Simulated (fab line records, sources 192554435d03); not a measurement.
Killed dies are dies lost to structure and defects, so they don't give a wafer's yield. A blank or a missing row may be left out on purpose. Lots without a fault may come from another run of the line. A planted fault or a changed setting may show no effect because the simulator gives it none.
fab line records | flow n5_finfet
record lots=7 wafers=21
route steps=1938 shown HKMG_FIN@406 GATE_CUT@510 MOL_CONTACT_COAG@565 BEOL_M0_SAQP@681
start_h: hours from the record's first day to the start of the lot's first wafer shown | wait_h: hours since the lot's step before | " the same as in the row above | L1.1+2: a row that stands for several wafers | - no value, or no start given | * or withheld: withheld | < > ~ a bound
route shown NAME@n: a module of which the file shows steps, and the number in the route of the first | usual: mean/standard deviation of fault-free wafers | same: alike in all rows | chamber/n: place in a boat | sites: the reading at each site | _std_site: their standard deviation | _edge_site: outer sites' mean less inner sites' | radius_mm: how far each site lies from the wafer's centre | mask NAME#n: copy n | behind: the tool/chamber that last shaped the wafer | hold: why the lot was held/for how many hours/how that ended | device: the transistor (n, p or np) that didn't switch | end of line: the same wafers' tests at the end of the route | a step without rows: its recipe alone | killed: dies lost to structure and defects at the first sort, not the wafer's yield | map: a wafer's dies, x killed, . not, _ none there
set.NAME: the setting as run; set.NAME@STEP: as run at that earlier step | model.NAME: the simulator's own value behind a step, which no gauge read
lots whose settings were changed on purpose; a table a step, a row a wafer
## steps
# step N5_HKMG_FIN_ETCH_58
# recipe chemistry=N2/H2 target=SOC target_depth_a=2158 ion_energy_ev=50 bias_w=13 time_s=741 pressure_mtorr=30 source_w=875 n2_flow_sccm=200 h2_flow_sccm=200
# usual rf_vpp_V=99.2/0.87
# columns lot.wafer tool chamber start_h wait_h set.source_w rf_vpp_V model.SOC_of_HKMG_FIN_COAT_41.thk_nm model.etch.depth_nm model.HKMG_FIN.feature_depth_nm
L077.1 rie_diel-03 3 92.96 0.0 875 99.9 83.4 217.2 217.2
L077.4 " 2 " " 875 100.0 96.4 204.8 204.8
L077.6 " 3 " " 788.3 103.8 105.2 195.4 195.4
L079.2 rie_diel-02 2 103.31 0.0 875 99.1 70.2 230.3 230.4
L079.4 " 3 " " 1023 93.8 56.8 243.3 243.4
L079.5 " 1 " " 875 98.4 83.4 217.2 217.2
L088.1 rie_diel-03 1 161.19 0.0 875 99.1 87.6 211.6 211.6
L088.5 " 1 " " 875 97.4 87.8 210.8 210.8
L088.6 " 0 " " 875 98.5 82.2 216.4 216.4
L089.1 rie_diel-03 3 165.18 0.0 875 98.8 85.2 215.2 215.2
L089.2 " 0 " " 875 99.7 87 215 215
L089.6 " 3 " " 785.1 103.4 107 194.8 194.8
L092.1 rie_diel-03 2 182.76 0.0 875 98.2 96 205 205
L092.2 " 3 " " 875 98.9 85.8 215.1 215
L092.4 " 1 " " 1001 93.7 63.4 236 236
L094.1 rie_diel-04 3 197.68 0.0 875 98.9 74.2 227.5 227.6
L094.3 " 2 " " 875 98.9 83 218 218
L094.4 " 1 " " 875 99.5 77 223.8 223.8
L095.2 rie_diel-03 3 201.36 0.0 1016 93.6 55.6 244.6 244.6
L095.5 " 0 " " 1016 94.6 55.4 245.6 245.6
L095.6 " 1 " " 875 100.5 90 210.1 210.2
# step N5_HKMG_FIN_COAT_06
# recipe resist=CAR-ArF spin_rpm=1500 resist_thk_nm=90
# columns lot.wafer tool chamber start_h wait_h set.spin_rpm model.CAR-ArF_of_HKMG_FIN_COAT_06.thk_nm
L077.1 litho_track-01 0 - - 1500 90
L077.4 " 0 " " 1500 89.8
L077.6 " 0 " " 1500 90.2
L079.2 litho_track-02 0 - - 1553 88.6
L079.4 " 0 " " 1553 88.4
L079.5 " 0 " " 1500 90
L088.1+6 litho_track-02 0 - - 1500 90.2
L088.5 " 0 " " 1500 90.4
L089.1+6 litho_track-01 0 - - 1500 89.6
L089.2 " 0 " " 1664 85.2
L092.1 litho_track-05 0 - - 1500 90.2
L092.2 " 0 " " 1500 90.4
L092.4 " 0 " " 1500 90.6
L094.1+4 litho_track-02 0 - - 1500 90.6
L094.3 " 0 " " 1500 90.8
L095.2 litho_track-01 0 - - 1500 90.4
L095.5 " 0 " " 1660 85.6
L095.6 " 0 " " 1660 86
# step N5_HKMG_FIN_EXPOSE_09
# recipe mask_id=NWFM na=1.35 source_shape=conventional sigma_outer=0.8 polarization=unpolarized dose_mj=39.25
# columns lot.wafer tool chamber start_h wait_h mask set.dose_mj
L077.1 arfi_scanner-01 0 95.97 - NWFM#0 41.21
L077.4+6 " 0 " " NWFM#0 39.25
L079.2+4+5 arfi_scanner-02 0 106.23 - NWFM#0 39.25
L088.1+6 arfi_scanner-03 0 164.07 - NWFM#0 41.67
L088.5 " 0 " " NWFM#0 39.25
L089.1+2 arfi_scanner-03 0 167.92 - NWFM#0 37.14
L089.6 " 0 " " NWFM#0 39.25
L092.1+4 arfi_scanner-02 0 185.62 - NWFM#0 37.92
L092.2 " 0 " " NWFM#0 39.25
L094.1+3+4 arfi_scanner-02 0 200.55 - NWFM#0 39.25
L095.2+5+6 arfi_scanner-02 0 204.22 - NWFM#0 39.25
# step N5_HKMG_FIN_PEB_10
# recipe peb_temp_c=withheld peb_time_s=60 resist=CAR-ArF
# step N5_HKMG_FIN_DEVELOP_11
# recipe develop_time_s=30 developer=TMAH resist=CAR-ArF dev_temp_c=23 rinse_liquid=diw dry=air_spin
# columns lot.wafer tool chamber start_h wait_h set.spin_rpm@HKMG_FIN_COAT_06 model.CAR-ArF_of_HKMG_FIN_COAT_06.thk_nm
L077.1+6 litho_track-05 0 - - 1500 88.4
L077.4 " 0 " " 1500 88
L079.2 litho_track-02 0 - - 1553 86.8
L079.4 " 0 " " 1553 86.6
L079.5 " 0 " " 1500 88.4
L088.1+5+6 litho_track-01 0 - - 1500 88.6
L089.1+6 litho_track-02 0 - - 1500 88
L089.2 " 0 " " 1664 83.4
L092.1 litho_track-05 0 - - 1500 88.4
L092.2 " 0 " " 1500 88.6
L092.4 " 0 " " 1500 88.8
L094.1 litho_track-01 0 - - 1500 88.8
L094.3+4 " 0 " " 1500 89
L095.2 litho_track-01 0 - - 1500 88.8
L095.5 " 0 " " 1660 83.8
L095.6 " 0 " " 1660 84.2
# step N5_HKMG_FIN_CD_MEAS_12
# recipe target_cd_nm=92.8 landing_energy_ev=500 detector=se_inlens
# usual cd_nm=92.5/0.61
# columns lot.wafer tool chamber start_h wait_h set.dose_mj@HKMG_FIN_EXPOSE_09 cd_nm
L077.1 cd_sem-02 0 96.10 - 41.21 95.6
L077.4 " 0 " " 39.25 93.1
L077.6 " 0 " " 39.25 91.2
L079.2 cd_sem-03 0 106.35 - 39.25 92.1
L079.4 " 0 " " 39.25 91.9
L079.5 " 0 " " 39.25 92.3
L088.1 cd_sem-01 0 164.20 - 41.67 96.4
L088.5 " 0 " " 39.25 93.1
L088.6 " 0 " " 41.67 95.4
L089.1 cd_sem-02 0 168.05 - 37.14 89.3
L089.2 " 0 " " 37.14 90.0
L089.6 " 0 " " 39.25 92.6
L092.1 cd_sem-01 0 185.74 - 37.92 90.3
L092.2 " 0 " " 39.25 93.2
L092.4 " 0 " " 37.92 90.1
L094.1 cd_sem-03 0 200.67 - 39.25 92.4
L094.3 " 0 " " 39.25 93.4
L094.4 " 0 " " 39.25 91.8
L095.2 cd_sem-03 0 204.34 - 39.25 91.7
L095.5 " 0 " " 39.25 92.8
L095.6 " 0 " " 39.25 91.7
# step N5_HKMG_FIN_DESCUM_17
# recipe chemistry=O2 time_s=7.9 source_power_w=50 bias_power_w=20 pressure_mtorr=20 rf_frequency_hz=2.712e+07 temp_c=40 resist=CAR-ArF o2_flow_sccm=225
# step N5_HKMG_FIN_ETCH_31
# recipe chemistry=CF4 target=SiARC target_depth_a=455 mask_material=CAR-ArF time_s=75.8 ion_energy_ev=80 pressure_mtorr=40 source_w=545 bias_w=36 Ar_flow_sccm=100 cf4_flow_sccm=100 ends=cleared
# columns lot.wafer tool chamber start_h wait_h set.spin_rpm@HKMG_FIN_COAT_06 model.CAR-ArF_of_HKMG_FIN_COAT_06.thk_nm
L077.1+6 rie_diel-02 3,1 96.44 0.0 1500 51
L077.4 " 1 " " 1500 50.6
L079.2 rie_diel-02 0 106.48 0.0 1553 49.4
L079.4 " 2 " " 1553 49
L079.5 " 1 " " 1500 51
L088.1+6 rie_diel-02 0 164.55 0.0 1500 51.2
L088.5 " 3 " " 1500 51
L089.1 rie_diel-03 3 168.59 0.0 1500 50.6
L089.2 " 2 " " 1664 46
L089.6 " 0 " " 1500 50.4
L092.1 rie_diel-03 0 186.94 0.0 1500 51
L092.2 " 3 " " 1500 51.2
L092.4 " 2 " " 1500 51.6
L094.1+3 rie_diel-02 0,2 200.91 0.0 1500 51.4
L094.4 " 0 " " 1500 51.6
L095.2 rie_diel-03 2 204.46 0.0 1500 51.2
L095.5 " 2 " " 1660 46.4
L095.6 " 1 " " 1660 46.8
# step N5_GATE_CUT_ALD_22
# recipe material=SiNx target_thk_a=160 temp_c=400 ald_precursor_family=SiH2I2 ald_co_reactant=N2/H2-plasma pulse_time_s=1 ald_cycles=320 purge_time_s=2 co_reactant_purge_time_s=2 pressure_torr=2
# columns lot.wafer tool chamber start_h wait_h set.ald_cycles model.SiNx_of_GATE_CUT_ALD_22.thk_nm
L077.1+6 ald_sin-04 2,0 105.51 0.0 347 17.4
L077.4 " 3 " " 320 16
L079.2 ald_sin-02 2 117.26 1.4 320 16
L079.4+5 " 3 " " 320 16.2
L088.1 ald_sin-02 0 173.84 0.0 349 17.6
L088.5 " 2 " " 349 17.4
L088.6 " 0 " " 320 16
L089.1+2+6 ald_sin-03 2,0,1 177.80 0.0 320 16
L092.1 ald_sin-02 1 197.56 0.0 367 18.4
L092.2+4 " 0,2 " " 320 16
L094.1+4 ald_sin-02 1,2 209.94 0.0 320 16
L094.3 " 3 " " 320 16.2
L095.2+5 ald_sin-02 3 213.91 0.0 320 16.2
L095.6 " 0 " " 320 16
# step N5_MOL_CONTACT_COAG_COAT_76
# recipe resist=SiARC temp_c=220 time_s=60 spin_rpm=1500 resist_thk_nm=10
# columns lot.wafer tool chamber start_h wait_h set.spin_rpm model.SiARC_of_MOL_CONTACT_COAG_COAT_76.thk_nm
L077.1+4+6 litho_track-04 0 - - 1500 10
L079.2+5 litho_track-04 0 - - 1348 10.6
L079.4 " 0 " " 1500 10
L088.1+6 litho_track-04 0 - - 1384 10.4
L088.5 " 0 " " 1500 10
L089.1 litho_track-02 0 - - 1397 10.4
L089.2+6 " 0 " " 1500 10
L092.1+4 litho_track-02 0 - - 1451 10.2
L092.2 " 0 " " 1500 10
L094.1+3+4 litho_track-02 0 - - 1500 10
L095.2+5+6 litho_track-04 0 - - 1500 10
# step N5_MOL_CONTACT_COAG_COAT_77
# recipe resist=underlayer temp_c=205 time_s=60 spin_rpm=1500 resist_thk_nm=10
# step N5_MOL_CONTACT_COAG_COAT_78
# recipe resist=CAR-EUV spin_rpm=1500 resist_thk_nm=40
# step N5_MOL_CONTACT_COAG_DESCUM_88
# recipe chemistry=O2 time_s=7 source_power_w=50 bias_power_w=20 pressure_mtorr=20 rf_frequency_hz=2.712e+07 temp_c=40 resist=CAR-EUV o2_flow_sccm=225
# step N5_MOL_CONTACT_COAG_ETCH_89
# recipe chemistry=N2/H2 target=underlayer target_depth_a=130 mask_material=CAR-EUV time_s=10.4 ion_energy_ev=200 pressure_mtorr=30 source_w=840 bias_w=150 n2_flow_sccm=200 h2_flow_sccm=200 ends=cleared
# step N5_MOL_CONTACT_COAG_ETCH_90
# recipe chemistry=CF4 target=SiARC target_depth_a=130 mask_material=CAR-EUV time_s=21.7 ion_energy_ev=80 pressure_mtorr=40 source_w=545 bias_w=36 Ar_flow_sccm=100 cf4_flow_sccm=100 ends=cleared
# columns lot.wafer tool chamber start_h wait_h set.spin_rpm@MOL_CONTACT_COAG_COAT_76 model.etch.depth_nm
L077.1 rie_diel-02 3 120.69 0.0 1500 10.01
L077.4 " 2 " " 1500 9.985
L077.6 " 1 " " 1500 9.97
L079.2 rie_diel-03 0 131.55 0.0 1348 10.55
L079.4 " 3 " " 1500 9.991
L079.5 " 3 " " 1348 10.52
L088.1 rie_diel-02 2 186.71 0.0 1384 10.45
L088.5 " 2 " " 1500 10
L088.6 " 1 " " 1384 10.44
L089.1 rie_diel-03 1 192.98 0.0 1397 10.38
L089.2 " 3 " " 1500 10.02
L089.6 " 0 " " 1500 10.05
L092.1 rie_diel-03 1 209.16 0.0 1451 10.16
L092.2 " 3 " " 1500 10.03
L092.4 " 2 " " 1451 10.2
L094.1+4 rie_diel-03 1,2 221.43 0.0 1500 10.02
L094.3 " 3 " " 1500 10.05
L095.2 rie_diel-03 2 224.56 0.0 1500 9.969
L095.5 " 3 " " 1500 9.983
L095.6 " 2 " " 1500 9.995
# step N5_MOL_CONTACT_COAG_ALD_131
# recipe material=SiO2 target_thk_a=50 temp_c=100 ald_precursor_family=BDEAS ald_co_reactant=O2-plasma pulse_time_s=1 co_reactant_pulse_time_s=1 purge_time_s=2 co_reactant_purge_time_s=2 ald_cycles=35 pressure_torr=2
# step N5_MOL_CONTACT_COAG_ETCHBACK_132
# recipe chemistry=CHF3 target=SiO2 target_depth_a=100 time_s=6.7 ion_energy_ev=200 pressure_mtorr=30 source_w=610 bias_w=170 Ar_flow_sccm=200 CHF3_flow_sccm=50
# step N5_MOL_CONTACT_COAG_ETCH_91
# recipe chemistry=N2/H2 target=SOC target_depth_a=600 overetch_a=210 mask_material=SiARC temp_c=40 time_s=101.2 ion_energy_ev=200 pressure_mtorr=30 source_w=840 bias_w=150 n2_flow_sccm=200 h2_flow_sccm=200
# columns lot.wafer tool chamber start_h wait_h set.spin_rpm@MOL_CONTACT_COAG_COAT_76 model.SiARC_of_MOL_CONTACT_COAG_COAT_76.thk_nm
L077.1+4+6 rie_diel-02 3,0,0 120.99 0.0 1500 5.8
L079.2+5 rie_diel-04 2,0 131.85 0.0 1348 6.2
L079.4 " 0 " " 1500 5.6
L088.1+6 rie_diel-02 0 187.18 0.0 1384 6.2
L088.5 " 2 " " 1500 5.4
L089.1 rie_diel-02 0 193.32 0.0 1397 6.2
L089.2+6 " 1 " " 1500 5.8
L092.1 rie_diel-03 3 209.50 0.0 1451 5.8
L092.2 " 0 " " 1500 6
L092.4 " 1 " " 1451 6.2
L094.1+4 rie_diel-02 0,3 221.72 0.0 1500 5.8
L094.3 " 3 " " 1500 6
L095.2+6 rie_diel-03 1,2 224.85 0.0 1500 6
L095.5 " 3 " " 1500 5.8
# step N5_BEOL_M0_SAQP_COAT_72
# recipe resist=SiARC temp_c=220 time_s=60 spin_rpm=1500 resist_thk_nm=15
# columns lot.wafer tool chamber start_h wait_h set.spin_rpm model.SiARC_of_BEOL_M0_SAQP_COAT_72.thk_nm
L077.1+4+6 litho_track-01 0 - - 1500 15
L079.2+5 litho_track-05 0 - - 1500 15
L079.4 " 0 " " 1601 14.6
L088.1+6 litho_track-01 0 - - 1611 14.4
L088.5 " 0 " " 1500 15
L095.2+5+6 litho_track-05 0 - - 1500 15
L094.1+3+4 litho_track-05 0 - - 1500 15
L089.1+6 litho_track-05 0 - - 1623 14.6
L089.2 " 0 " " 1500 15
L092.1+2 litho_track-03 0 - - 1361 15.8
L092.4 " 0 " " 1500 15
## key
split step=N5_HKMG_FIN_ETCH_58 setting=source_w stated=875 by=wafer
response step=N5_HKMG_FIN_ETCH_58 reading=rf_vpp_V change=-0.354 per=1% r=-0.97
response step=N5_HKMG_FIN_ETCH_58 reading=model.SOC_of_HKMG_FIN_COAT_41.thk_nm change=-1.73 per=1% r=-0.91
response step=N5_HKMG_FIN_ETCH_58 reading=model.etch.depth_nm change=+1.7 per=1% r=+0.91
response step=N5_HKMG_FIN_ETCH_58 reading=model.HKMG_FIN.feature_depth_nm change=+1.7 per=1% r=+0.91
split step=N5_HKMG_FIN_COAT_06 setting=spin_rpm stated=1500 by=wafer
response step=N5_HKMG_FIN_COAT_06 reading=model.CAR-ArF_of_HKMG_FIN_COAT_06.thk_nm change=-0.417 per=1% r=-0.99
response step=N5_HKMG_FIN_DEVELOP_11 reading=model.CAR-ArF_of_HKMG_FIN_COAT_06.thk_nm change=-0.437 per=1% r=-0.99
response step=N5_HKMG_FIN_ETCH_31 reading=model.CAR-ArF_of_HKMG_FIN_COAT_06.thk_nm change=-0.426 per=1% r=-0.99
split step=N5_HKMG_FIN_EXPOSE_09 setting=dose_mj stated=39.25 by=wafer
response step=N5_HKMG_FIN_CD_MEAS_12 reading=cd_nm change=+0.583 per=1% r=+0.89
split step=N5_GATE_CUT_ALD_22 setting=ald_cycles stated=320 by=wafer
response step=N5_GATE_CUT_ALD_22 reading=model.SiNx_of_GATE_CUT_ALD_22.thk_nm change=+0.164 per=1% r=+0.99
split step=N5_MOL_CONTACT_COAG_COAT_76 setting=spin_rpm stated=1500 by=wafer
response step=N5_MOL_CONTACT_COAG_COAT_76 reading=model.SiARC_of_MOL_CONTACT_COAG_COAT_76.thk_nm change=-0.0571 per=1% r=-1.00
response step=N5_MOL_CONTACT_COAG_ETCH_90 reading=model.etch.depth_nm change=-0.0533 per=1% r=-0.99
response step=N5_MOL_CONTACT_COAG_ETCH_91 reading=model.SiARC_of_MOL_CONTACT_COAG_COAT_76.thk_nm change=-0.0681 per=1% r=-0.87
split step=N5_BEOL_M0_SAQP_COAT_72 setting=spin_rpm stated=1500 by=wafer
response step=N5_BEOL_M0_SAQP_COAT_72 reading=model.SiARC_of_BEOL_M0_SAQP_COAT_72.thk_nm change=-0.0704 per=1% r=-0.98
